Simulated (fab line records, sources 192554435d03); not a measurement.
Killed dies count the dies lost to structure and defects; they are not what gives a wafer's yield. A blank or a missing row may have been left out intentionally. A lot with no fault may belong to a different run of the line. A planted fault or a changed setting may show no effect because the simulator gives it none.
Which tool is to blame? -- flow n5-finfet -- Sampling: 24 lots, 72 wafers, 2 of 1938 route steps

## WHAT THE GAUGES READ, wafer by wafer
N5_BEOL_M2_OCD_MEAS_38.
lot,measured,on,trench-depth-nm (nm)
L074,day 8 01:57,ocd-02,55.0 57.6 55.5
L076,day 8 01:58,ocd-01,55.7 56.7 55.5
L078,day 8 01:59,ocd-02,54.2 54.1 53.5
L075,day 8 06:58,ocd-02,56.0 53.8 54.1
L077,day 8 02:27,ocd-02,54.0 54.0 54.8
L079,day 8 14:06,ocd-02,55.8 53.8 57.7
L080,day 8 14:35,ocd-02,56.5 54.9 57.2
L081,day 9 00:31,ocd-02,55.5 54.2 54.9
L082,day 9 07:32,ocd-01,58.0 56.9 57.2
L083,day 9 08:01,ocd-01,54.6 57.4 56.0
L084,day 11 05:11,ocd-02,53.1 57.0 56.3
L086,day 10 20:26,ocd-01,55.5 54.1 55.1
L085,day 11 08:03,ocd-02,55.3 56.3 56.1
L087,day 11 11:14,ocd-02,55.4 54.4 57.4
L088,day 11 14:49,ocd-01,55.2 53.8 57.0
L089,day 11 15:02,ocd-01,55.3 55.2 53.9
L090,day 11 18:27,ocd-01,57.7 54.5 57.5
L091,day 11 23:31,ocd-01,57.3 56.1 57.4
L092,day 12 06:05,ocd-02,57.7 56.3 54.5
L093,day 12 05:47,ocd-02,55.3 55.2 57.5
L094,day 12 14:20,ocd-01,57.1 53.3 56.4
L095,day 12 19:19,ocd-01,55.8 56.4 54.1
L096,day 12 19:21,ocd-01,54.7 57.5 54.2
L097,day 13 12:01,ocd-02,57.4 53.9 56.2

## EACH LOT AND THE TOOL THAT RAN IT (in order: tool; ch and the chambers of the sampled wafers; start)
lot,N5_BEOL_M2_ETCH_64
L074,"rie-diel-06 ch 0,2,3, day 7 12:24"
L076,"rie-diel-03 ch 1,2, day 7 13:01"
L078,"rie-diel-06 ch 1,3, day 7 13:33"
L075,"rie-diel-06 ch 0,2,3, day 7 15:49"
L077,"rie-diel-03 ch 0,3, day 7 17:49"
L079,"rie-diel-03 ch 0,1, day 7 18:39"
L080,"rie-diel-03 ch 1,2, day 7 22:40"
L081,"rie-diel-02 ch 0,1,3, day 8 19:30"
L082,"rie-diel-02 ch 0,2, day 9 00:59"
L083,"rie-diel-03 ch 0,2,3, day 9 04:39"
L084,"rie-diel-02 ch 2,3, day 9 20:48"
L086,"rie-diel-06 ch 0,1,2, day 9 22:14"
L085,"rie-diel-03 ch 0,2,3, day 10 05:08"
L087,"rie-diel-03 ch 0,1,3, day 10 08:57"
L088,"rie-diel-03 ch 0,1,2, day 11 02:10"
L089,"rie-diel-02 ch 0,1,3, day 11 09:50"
L090,"rie-diel-06 ch 0,3, day 11 12:17"
L091,"rie-diel-03 ch 0,1,2, day 11 15:36"
L092,"rie-diel-03 ch 1,2, day 11 18:44"
L093,"rie-diel-02 ch 0,1,2, day 11 22:08"
L094,"rie-diel-06 ch 0,2,3, day 12 00:07"
L095,"rie-diel-02 ch 0,1,2, day 12 11:45"
L096,"rie-diel-06 ch 0,2, day 12 14:29"
L097,"rie-diel-06 ch 0,1, day 12 15:44"
- N5_BEOL_M2_ETCH_64: etches SOC in N2/H2, target depth 75 nm, overetch 22.5 nm, time 121.9 s.

## AS READ BY THE TOOLS THEMSELVES (means over the sampled wafers that have a number; for cases with no such wafer, the mark the record gives instead)
N5_BEOL_M2_ETCH_64.
lot,tool,drypump-motor-current-A (A),oes-product-au (a.u.),rf-fwd-power-W (W),rf-vpp-V (V),showerhead-plenum-p-Torr (Torr),throttle-valve-pct (%)
L074,rie-diel-06,6.3,0.55,839.6,526.5,2.63,17.9
L076,rie-diel-03,5.9,0.58,837.3,524.8,2.58,18.2
L078,rie-diel-06,6.3,0.54,839.2,526.7,2.62,17.8
L075,rie-diel-06,6.3,0.55,835.4,526.4,2.63,17.9
L077,rie-diel-03,5.3,0.51,836.5,522.5,2.47,17.8
L079,rie-diel-03,5.2,0.54,836.9,525.1,2.55,18.0
L080,rie-diel-03,5.7,0.57,835.6,522.3,2.50,18.0
L081,rie-diel-02,6.0,0.60,835.0,524.1,2.56,17.7
L082,rie-diel-02,5.5,0.59,839.4,524.8,2.56,17.6
L083,rie-diel-03,5.5,0.60,838.2,521.3,2.44,17.6
L084,rie-diel-02,5.6,0.52,839.1,522.0,2.46,17.7
L086,rie-diel-06,5.8,0.54,840.0,526.0,2.62,17.9
L085,rie-diel-03,5.5,0.58,836.7,521.3,2.44,17.6
L087,rie-diel-03,5.6,0.59,835.0,523.4,2.51,17.8
L088,rie-diel-03,5.5,0.60,839.7,522.6,2.52,17.9
L089,rie-diel-02,6.0,0.58,836.2,523.3,2.55,17.7
L090,rie-diel-06,6.5,0.53,838.3,525.7,2.61,17.9
L091,rie-diel-03,5.5,0.60,834.3,522.2,2.51,17.9
L092,rie-diel-03,5.7,0.55,838.5,522.1,2.49,18.0
L093,rie-diel-02,5.6,0.63,837.9,524.4,2.57,17.6
L094,rie-diel-06,6.3,0.53,837.3,526.2,2.62,18.0
L095,rie-diel-02,5.6,0.63,835.5,524.4,2.56,17.7
L096,rie-diel-06,6.1,0.52,833.6,526.3,2.62,18.1
L097,rie-diel-06,5.7,0.53,838.4,525.3,2.62,18.0

## THE ANSWER, worked out from the rows above alone
Rule: the lots themselves supply what counts as usual. The widest of any qualifying gaps counts: lots, ordered by their means at a reading, are off when they make up no more than a third of the lots, leave a main group of 4 or more, and stand apart from it by 3 or more times the standard deviation of that group's means. A main group is skipped when, at the precision printed for the reading in the tables above, its means are all equal. Also off: a lot with no number at a reading for which 4 or more lots have one. All remaining lots with rows at the step are treated as sound. After the gauges, taken in route order, come the tools' own readings; for these a lot's mean is taken, as printed above. The first step at which some lot is off is used, and at that step the reading that is off furthest; a lot without a number counts as furthest.
No lot is off at any reading shown: from this, nothing can be told.

## WHAT HAD BEEN PUT IN BY THE SIMULATOR
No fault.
